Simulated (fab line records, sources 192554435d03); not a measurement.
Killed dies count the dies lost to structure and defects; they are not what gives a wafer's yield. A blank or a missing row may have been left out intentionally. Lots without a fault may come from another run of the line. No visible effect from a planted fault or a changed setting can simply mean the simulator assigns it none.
Chamber matching	flow n5-finfet	rie-diel-01 running N5_BEOL_M1_STRIP_19: 4 sister chambers
The step strips in O2. 16 wafers are shown with their chamber, then 8 later ones without.

== EACH WAFER AND ITS CHAMBER ==
wafer	chamber	showerhead-plenum-p-Torr (Torr)	throttle-valve-pct (%)	oes-product-au (a.u.)
L079.1	1	2.12	16.71	0.76
L079.2	0	2.04	16.99	0.81
L079.6	0	2.04	16.98	0.81
L080.1	1	2.12	16.71	0.77
L080.2	0	2.04	16.99	0.82
L080.5	2	2.22	16.73	0.93
L082.3	1	2.11	16.72	0.77
L082.5	0	2.04	16.98	0.81
L082.6	3	2.06	16.67	0.98
L087.3	0	2.03	17.02	0.79
L087.4	1	2.11	16.74	0.75
L087.6	0	2.03	17.02	0.79
L092.2	0	2.03	17.04	0.78
L092.3	3	2.05	16.72	0.91
L092.4	1	2.11	16.76	0.75
L093.3	0	2.03	17.04	0.79

SIGNATURES (means of the wafers above)
reading	chamber 0	chamber 1	chamber 2	chamber 3	scatter within a chamber
showerhead-plenum-p-Torr	2.0350	2.1140	2.2200	2.0550	0.00555
throttle-valve-pct	17.0075	16.7280	16.7300	16.6950	0.0253
oes-product-au	0.8000	0.7600	0.9300	0.9450	0.0188
Rule: a wafer's distance from a chamber is the root of the sum, over the readings, of the square of ((its reading less the chamber's mean) divided by the reading's scatter). The wafer belongs to the nearest chamber; if the next one is less than 2 further off, it can't be placed. The scatter: take each reading less its chamber's mean, square it, sum over the shown wafers, divide by the number of wafers less the number of chambers, and take the root.

== WAFERS WITHOUT THEIR CHAMBER ==
wafer	showerhead-plenum-p-Torr (Torr)	throttle-valve-pct (%)	oes-product-au (a.u.)
L093.5	2.03	17.06	0.78
L093.6	2.11	16.77	0.74
L095.1	2.05	16.73	0.90
L095.4	2.10	16.75	0.74
L095.6	2.05	16.74	0.90
L096.1	2.03	17.05	0.78
L096.3	2.21	16.78	0.87
L096.6	2.21	16.77	0.87

== EACH ONE'S CHAMBER ==
wafer	from the rows above	in truth
L093.5	0	0
L093.6	1	1
L095.1	3	3
L095.4	1	1
L095.6	3	3
L096.1	0	0
L096.3	2	2
L096.6	2	2
Correctly placed: 8 of 8. Can't be placed from these rows: 0. Placed wrongly: 0.
